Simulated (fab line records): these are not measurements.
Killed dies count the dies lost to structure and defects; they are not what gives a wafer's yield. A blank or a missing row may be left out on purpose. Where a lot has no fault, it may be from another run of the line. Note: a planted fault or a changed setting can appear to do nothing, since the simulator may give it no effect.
8D (eight disciplines) problem report, filled in by code / flow n5-finfet / the parts of the form that need people (team, actions taken, sign-off) are left out

## 1. THE ISSUE
Mean of killed_at_M0_to_M3 at N5_PASSIVATION_PROBE_49: 116 across 6 wafers in 2 lots; on wafers with no fault it is 30 (standard deviation 8.6). Measured from the usual mean, that is +10 standard deviations.
Earliest sighting: wafer L527.1 on prober-02 at day 17 07:01. The record holds 6 wafers of 2 lots with a number at this step. The rule behind "out" and "out of limits": a value lying over 4 standard deviations away from the usual mean. The other wafers with a number count as sound.

## 2. WHAT IT IS; WHAT IT IS NOT
question=which readings at this step; is=killed_at_M0_to_M3; is not=killed_at_M4_up, killed-at-contacts, killed-at-front-end, killed-at-other, killed-open, killed-short
question=which lots; is=L527, L531; is not=-
question=which wafers of those lots; is=all that have a number; is not=-
question=read on which tools; is=prober-02; is not=-
question=when; is=from day 17 07:01; is not=up to then (0 sound wafers)

## 3. SUSPECTS, AND WHAT RULES EACH OUT
Counting: any tool at a process step up to the reading is kept as a suspect provided that every lot that is out went through it and no sound lot did after the first of them.
- wet-bench-06 at N5_BEOL_M2_HM_STRIP_39 (strips TiN in peroxide tin strip, target depth 25 nm, time 158 s): kept. It ran every lot that is out, first L527 (day 12 00:36), and no sound lot after that.
- prober-02 at N5_PASSIVATION_PROBE_49: kept. It ran every lot that is out, first L527 (day 17 07:01), and no sound lot after that. On those wafers its own readings are out: killed_at_M0_to_M3.
The count leaves prober-02 at N5_PASSIVATION_PROBE_49 and wet-bench-06 at N5_BEOL_M2_HM_STRIP_39.

## 4. THE CAUSE (what the simulator had put in)
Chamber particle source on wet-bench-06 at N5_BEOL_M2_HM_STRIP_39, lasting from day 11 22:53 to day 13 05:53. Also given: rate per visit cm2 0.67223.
Counting left 2 suspects, and this tool is among them.

## 5. THE CHAIN OF EFFECTS, in route order
One row per reading whose mean, taken over the struck wafers that have a number, lies over 3 standard deviations from the usual. Only readings for which the record gives a usual standard deviation are gone through. hours: the time from each lot's start at the first step in this table that gives one to its start at this step, as a median over the lots. sigmas: the change in usual standard deviations.
hours=0; step=N5_PASSIVATION_PROBE_49; reading=defect-limited-yield; usual=91.7 %; on struck wafers=85.1; change=-6.6; sigmas=-4.4
hours=0; step=N5_PASSIVATION_PROBE_49; reading=killed_at_M0_to_M3; usual=30; on struck wafers=116; change=+86; sigmas=+10
hours=0; step=N5_PASSIVATION_PROBE_49; reading=killed-dies; usual=97; on struck wafers=176; change=+79; sigmas=+4.6
hours=0; step=N5_PASSIVATION_PROBE_49; reading=killed-on-rim; usual=13; on struck wafers=26; change=+13; sigmas=+3.5
hours=0; step=N5_PASSIVATION_PROBE_49; reading=sort_bin_5_function; usual=4.8 %; on struck wafers=9.4; change=+4.6; sigmas=+5.1
hours=0; step=N5_PASSIVATION_PROBE_49; reading=sort-n-pass; usual=1083; on struck wafers=1004; change=-79; sigmas=-4.6
hours=0; step=N5_PASSIVATION_PROBE_49; reading=sort-yield-pct; usual=91.7 %; on struck wafers=85.1; change=-6.6; sigmas=-4.4
Its process steps:
- N5_PASSIVATION_PROBE_49

## 6. WHAT WOULD HAVE CAUGHT IT SOONER
The fault began at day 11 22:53; the first out-of-limits reading in this record came at day 17 07:01, 128 hours later.
By day 17 07:01 the whole set of lots that are out, 2 in number, had already begun N5_BEOL_M2_HM_STRIP_39 on wet-bench-06. Holding the tool at that point would not have protected any of them.
